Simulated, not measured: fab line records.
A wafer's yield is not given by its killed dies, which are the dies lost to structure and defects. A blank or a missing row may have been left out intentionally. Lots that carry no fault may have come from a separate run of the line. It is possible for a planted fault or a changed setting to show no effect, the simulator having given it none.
Which tool is to blame? | flow nand harc | 7 lots with 21 wafers sampled at 3 steps, on a route of 1159 steps

## WHAT EACH GAUGE READ, for each wafer
NHARC_A_M0_THK_MEAS_24: measures by xrf.
lot  | measured     | on            | thk nm (nm)
L530 | day 18 01:06 | film metro-02 | 114.7 115.5 114.8
L529 | day 18 07:38 | film metro-02 | 111.2 111.8 113.8
L535 | day 19 16:22 | film metro-01 | 113.3 114.7 114.0
L538 | day 20 03:29 | film metro-02 | 111.5 113.1 112.7
L541 | day 20 22:51 | film metro-01 | 114.4 115.1 114.6
L547 | day 23 02:50 | film metro-01 | 112.6 112.5 112.8
L550 | day 24 00:32 | film metro-02 | 115.7 114.8 112.7

## EACH LOT AND THE TOOL THAT RAN IT (in order: tool; ch and the chambers of the sampled wafers; start)
lot  | NHARC_A_M0_PRE_CLEAN_29                 | NHARC_A_M0_PVD_21
L530 | pvd sputter-03, day 18 01:06 or earlier | pvd sputter-03, day 18 01:06 or earlier
L529 | pvd sputter-01, day 18 07:38 or earlier | pvd sputter-01, day 18 07:38 or earlier
L535 | pvd sputter-03, day 19 16:22 or earlier | pvd sputter-03, day 19 16:22 or earlier
L538 | pvd sputter-02, day 20 03:29 or earlier | pvd sputter-02, day 20 03:29 or earlier
L541 | pvd sputter-01, day 20 22:51 or earlier | pvd sputter-01, day 20 22:51 or earlier
L547 | pvd sputter-02, day 23 02:50 or earlier | pvd sputter-02, day 23 02:50 or earlier
L550 | pvd sputter-01, day 24 00:32 or earlier | pvd sputter-01, day 24 00:32 or earlier
- NHARC_A_M0_PRE_CLEAN_29: time 30 s.
- NHARC_A_M0_PVD_21: deposits Cu, target thk 30 nm, time 20.49 s.

## THE ANSWER, worked out from the rows above alone
Rule: what is usual is taken from the lots themselves. Put in order of their means at a reading, lots are off if they are a third of the lots or fewer, leave a main group of 4 or more, and stand apart from it by a gap of 3 or more times the standard deviation of the main group's means; of several such gaps the widest counts. A main group is skipped when, at the precision printed for the reading in the tables above, its means are all equal. Also off: a lot with no number at a reading for which 4 or more lots have one. The other lots that the step has rows for count as sound.
No lot is off at any reading shown: from this, nothing can be told.

## WHAT THE SIMULATOR HAD INSERTED
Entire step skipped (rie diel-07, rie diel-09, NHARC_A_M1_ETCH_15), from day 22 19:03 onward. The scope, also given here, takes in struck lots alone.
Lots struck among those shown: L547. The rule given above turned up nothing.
